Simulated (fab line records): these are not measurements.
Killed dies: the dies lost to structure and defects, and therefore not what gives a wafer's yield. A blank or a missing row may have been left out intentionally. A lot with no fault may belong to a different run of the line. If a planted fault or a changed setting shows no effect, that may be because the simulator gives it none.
A struck lot beside a sound one / flow n5Finfet / 15 steps out of a route of 1938
Sound: wafers L706.1, L706.2, L706.3. Struck: wafers L710.1, L710.5 (left out: L710.4, a lot-mate that was not struck); the cause follows at the end.
Each step with rows lists, per side, the tool, then ch with its chambers, then its first start. Under that, the readings that differ: sound wafers / struck wafers / difference of the means / sigmas: that difference in standard deviations of wafers without a fault.
alike: readings whose means differ by less than 2 such deviations, and words and numbers that are the same on both sides. not compared: withheld readings, readings that some wafer has no value for, bounds like >300 that may hide the same value, and numbers for which the record gives no deviation and whose values overlap.
A row with sigmas, a row that says differs or no value, or rows on one side alone: a step with any of these is where the two part. When numbers do not overlap yet have no deviation, they are printed without sigmas and do not part them. A reading that every wafer of one side lacks parts them only if that side has two wafers or more.

N5_BEOL_M8_OCD_MEAS_38:
  sound on ocd-01, day 10 01:45; struck on ocd-01, day 12 11:38
  alike: trenchDepthNm
then, 4 steps without rows for these wafers: N5_BEOL_M8_HM_STRIP_39 (strips TiN in peroxide tin strip, target depth 25 nm, time 158 s); N5_BEOL_M8_SRD_40 (time 30 s); N5_BEOL_M8_PRECLEAN_42 (cleans in residue remover, time 60 s); N5_BEOL_M8_SRD_43 (time 30 s).
N5_BEOL_M8_CD_MEAS_35: the cd target is 40 nm.
  sound on cdSem-02, day 10 01:55; struck on cdSem-01, day 12 11:47
  alike: cdNm
N5_BEOL_M8_CURE_75: cures SiCOH lowk, time 120 s.
  sound on uvCure-02 ch 2, day 10 01:57; struck on uvCure-02 ch 1, day 12 13:11
  alike: lampPowerPct, wafer_temp_C_max
N5_BEOL_M8_DEGAS_44: time 60 s.
  sound on pvdSputter-03, day 10 02:41; struck on pvdSputter-03, day 12 14:37
  alike: heaterPowerW
N5_BEOL_M8_PRE_CLEAN_45: time 30 s.
  sound on pvdSputter-03, day 10 02:43; struck on pvdSputter-03, day 12 14:39
  alike: heaterPowerW
N5_BEOL_M8_ALD_77: deposits TaN, target thk 2 nm, pulse time 2 s, purge time 3 s.
  sound on aldMetal-02 ch 0,1,2, day 10 02:52; struck on aldMetal-02 ch 2,3, day 12 14:56
  alike: heaterPowerW
N5_BEOL_M8_SURFACE_TREAT_79:
  sound on pvdSputter-03, day 10 03:14; struck on pvdSputter-03, day 12 16:55
  alike: arFlowSccm
  not compared: pressureMtorr, throttleValvePct
then, 1 step without rows for these wafers: N5_BEOL_M8_CVD_78 (deposits Co from CCTBA/H2, target thk 2 nm, time 142.3 s).
N5_BEOL_M8_SPUTTER_48: material Cu, target thk 10 nm, time 1.667 s.
  sound on pvdSputter-03, day 10 03:34; struck on pvdSputter-03, day 12 17:26
reading=cathodeDcPowerW (W); sound=26004 26007 26003; struck=27785 27800; difference=+1788; sigmas=+99 or more
  alike: chuckGasFlowSccm, chuckSensorTempC, throttleValvePct
then, 1 step without rows for these wafers: N5_BEOL_M8_ECD_50 (material Cu, target thk 300 nm).
-- here the record skips 3 days between the struck wafers' starts before and after, leaving off in module BEOL_M8 and picking up in module PASSIVATION (first step shown: number 1936 of the route) --
N5_PASSIVATION_PROBE_49:
  sound on prober-01, day 13 05:07; struck on prober-02, day 15 07:34
  alike: defectLimitedYield, killed_at_M0_to_M3, killed_at_M4_up, killedAtContacts, killedAtFrontEnd, killedAtOther, killedDies, killedOpen, killedShort, sort_bin_5_function, sort_bin_6_memory, sort_bin_8_speed, sortNPass, sortYieldPct

== WHERE THEY PART ==
Only at N5_BEOL_M8_SPUTTER_48, within this record. Later steps at which nothing parts them and some readings are alike: N5_PASSIVATION_PROBE_49.

WHY: what had been put in by the simulator
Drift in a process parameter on pvdSputter-03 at N5_BEOL_M8_SPUTTER_48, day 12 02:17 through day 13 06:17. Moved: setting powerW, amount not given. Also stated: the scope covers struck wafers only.
